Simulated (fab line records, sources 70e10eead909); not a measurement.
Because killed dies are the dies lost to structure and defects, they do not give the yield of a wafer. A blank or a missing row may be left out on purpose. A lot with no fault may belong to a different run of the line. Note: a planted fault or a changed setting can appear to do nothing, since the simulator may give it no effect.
Matching of chambers    flow nand-harc    cmp-04 running NHARC_P_BONDPAD_CMP_19: 4 sister chambers
The step polishes, t overpolish 30 s, cu recess touch 16 s, target thk 160.81 nm. 16 wafers are shown with their chamber, then 8 later ones without.

WAFERS, EACH WITH ITS CHAMBER
wafer   chamber  motor-current-A (A)  slurry-flow-ml-min  overpolish-run-s (s)
L076.2  2        10.6                 150.5               30.002
L076.4  3        12.3                 150.7               30.004
L076.6  3        11.5                 150.5               30.009
L078.2  2        10.3                 149.6               29.992
L078.5  2        10.6                 149.5               30.012
L078.6  1        11.3                 150.3               29.997
L081.2  3        12.0                 150.5               29.984
L081.3  0        10.1                 149.6               30.016
L081.5  0        9.6                  149.8               29.992
L087.2  3        11.5                 149.3               30.002
L087.5  2        10.0                 149.4               29.989
L087.6  3        12.3                 150.0               29.985
L089.1  2        11.1                 150.5               29.995
L089.2  3        12.2                 149.8               30.003
L089.5  3        11.8                 150.6               29.990
L093.1  2        10.4                 149.7               30.007

SIGNATURES (means of the wafers above)
reading             chamber 0  chamber 1  chamber 2  chamber 3  scatter within a chamber
motor-current-A     9.850      11.300     10.500     11.943     0.358
slurry-flow-ml-min  149.700    150.300    149.867    150.200    0.489
overpolish-run-s    30.00400   29.99700   29.99950   29.99671   0.0104
Rule: a wafer's distance from a chamber is the root of the sum, over the readings, of the square of ((its reading less the chamber's mean) divided by the reading's scatter). The wafer belongs to the nearest chamber; if the next one is less than 2 further off, it can't be placed. The scatter: take each reading less its chamber's mean, square it, sum over the shown wafers, divide by the number of wafers less the number of chambers, and take the root.

WAFERS WITHOUT THEIR CHAMBER
wafer   motor-current-A (A)  slurry-flow-ml-min  overpolish-run-s (s)
L093.2  10.7                 150.4               29.981
L093.6  10.8                 149.5               29.996
L095.2  10.2                 149.2               30.009
L095.4  11.8                 150.4               30.007
L095.5  10.5                 150.7               30.001
L096.2  11.0                 150.2               30.005
L096.3  10.7                 149.8               30.007
L096.4  11.8                 150.0               30.019

WHICH CHAMBER EACH WENT THROUGH
wafer   from the rows above                in truth
L093.2  can't be placed: 2 or 1 or 0 or 3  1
L093.6  can't be placed: 2 or 1 or 0       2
L095.2  can't be placed: 0 or 2            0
L095.4  can't be placed: 3 or 1            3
L095.5  can't be placed: 2 or 1 or 0       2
L096.2  can't be placed: 1 or 2 or 3       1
L096.3  can't be placed: 2 or 1 or 0       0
L096.4  can't be placed: 3 or 1 or 2       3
Correct placement for 0 of the 8. From these rows, 8 cannot be placed; in 8 the true chamber is one of the candidates. Placed wrongly: 0.
